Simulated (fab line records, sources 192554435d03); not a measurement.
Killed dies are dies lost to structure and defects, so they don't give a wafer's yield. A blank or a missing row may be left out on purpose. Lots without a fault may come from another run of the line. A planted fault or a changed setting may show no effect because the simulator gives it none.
One fault seen from 2 desks | flow n5_finfet | each desk has only its own numbers; what lay behind them comes last

THE TOOL OWNER'S DESK: pecvd-04
The tool's own readings at N5_BEOL_M11_PECVD_70 (deposits SiO2 from TEOS/O2, target thk 20 nm, time 22.7 s): means of the sampled wafers that have a number, for each lot that ran on this tool. A lot is out of limits, marked OUT, if its mean lies more than 4 standard deviations from the usual mean; the brackets give that distance.
Columns: A = heater_power_outer_w at N5_BEOL_M11_PECVD_70, usual 411 W; B = heater_power_w at N5_BEOL_M11_PECVD_70, usual 710 W; C = showerhead_plenum_p_Torr at N5_BEOL_M11_PECVD_70, usual 8.79 Torr; D = susceptor_temp_C at N5_BEOL_M11_PECVD_70, usual 400.03 C; E = throttle_valve_pct at N5_BEOL_M11_PECVD_70, usual 22.6 %
lot  | first seen here | A   | B   | C    | D      | E
L371 | day 11 16:39    | 423 | 748 | 8.83 | 400.15 | 22.8
L377 | day 13 02:13    | 370 | 691 | 8.84 | 399.85 | 23.4
L381 | day 13 16:53    | 424 | 752 | 8.79 | 400.00 | 22.9
L383 | day 14 02:10    | 396 | 718 | 8.82 | 400.00 | 23.0
This desk's finding: nothing out of limits on any of the 4 lots.

THE METROLOGY DESK
What the gauges read, lot by lot, whatever tool the lot ran on: means of the sampled wafers that have a number. A lot is out of limits, marked OUT, if its mean lies more than 4 standard deviations from the usual mean; the brackets give that distance.
Columns: A = M11_THK at N5_BEOL_M11_THK_MEAS_53, usual 140 nm
lot  | first seen here | A
L372 | day 11 09:20    | 142
L371 | day 11 23:06    | 138
L375 | day 13 07:47    | 139
L377 | day 13 09:02    | 143
L379 | day 13 16:10    | 140
L381 | day 13 23:53    | 141
L383 | day 14 10:53    | 145
L389 | day 16 03:28    | 138
L390 | day 16 15:45    | 138
L391 | day 16 18:20    | 144
This desk's finding: nothing out of limits on any of the 10 lots.

PUT TOGETHER
The tool owner's desk saw nothing out of limits.
The metrology desk saw nothing out of limits.

WHAT THE SIMULATOR HAD PUT IN
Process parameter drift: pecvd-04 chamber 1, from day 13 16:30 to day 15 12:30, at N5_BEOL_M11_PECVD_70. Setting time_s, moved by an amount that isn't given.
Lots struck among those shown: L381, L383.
